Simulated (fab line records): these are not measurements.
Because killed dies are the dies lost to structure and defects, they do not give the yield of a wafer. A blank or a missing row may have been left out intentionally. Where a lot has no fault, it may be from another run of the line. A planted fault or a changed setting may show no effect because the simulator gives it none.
Matching of chambers -- flow nandHarc -- NHARC_P_BONDPAD_CMP_19 on cmp-02: 4 sister chambers
The step polishes, t overpolish 30 s, cu recess touch 16 s, target thk 160.81 nm. 8 wafers are shown with their chamber, then 7 later ones without.

## WAFERS WITH THEIR CHAMBER
wafer,chamber,motorCurrentA (A),overpolishRunS (s)
L080.3,2,11.1,30.001
L082.1,0,13.6,29.994
L082.2,1,11.3,30.001
L082.4,3,11.0,29.998
L083.1,2,11.4,30.001
L083.2,3,12.0,30.005
L083.3,0,14.4,30.005
L086.1,1,11.8,30.026

## WAFERS WHOSE CHAMBER IS MISSING
wafer,motorCurrentA (A),overpolishRunS (s)
L086.2,13.7,30.001
L092.1,12.1,30.007
L092.2,12.2,29.983
L092.4,12.5,29.996
L096.1,11.0,29.999
L096.3,13.4,30.006
L096.4,11.7,29.999

## EACH ONE'S CHAMBER
wafer,from the rows above,in truth
L086.2,0,0
L092.1,can't be placed: 1 or 3 or 2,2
L092.2,can't be placed: 3 or 2 or 1 or 0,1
L092.4,can't be placed: 3 or 2 or 1 or 0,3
L096.1,can't be placed: 2 or 3 or 1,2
L096.3,0,0
L096.4,can't be placed: 3 or 2 or 1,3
2 of 7 placed correctly. Not placeable from these rows: 5 (in 5, the candidates include the true chamber). Placed wrongly: 0.
How it was worked out, from the rows above alone: a wafer's distance from a chamber is the root of the sum, over the readings, of the square of ((its reading less the chamber's mean) divided by the reading's scatter). The wafer belongs to the nearest chamber; if the next one is less than 2 further off, it can't be placed. A chamber's mean is the mean of its shown wafers. The scatter is the square root of a quotient: the sum, over the shown wafers, of each reading's squared deviation from its chamber's mean, divided by wafers minus chambers.
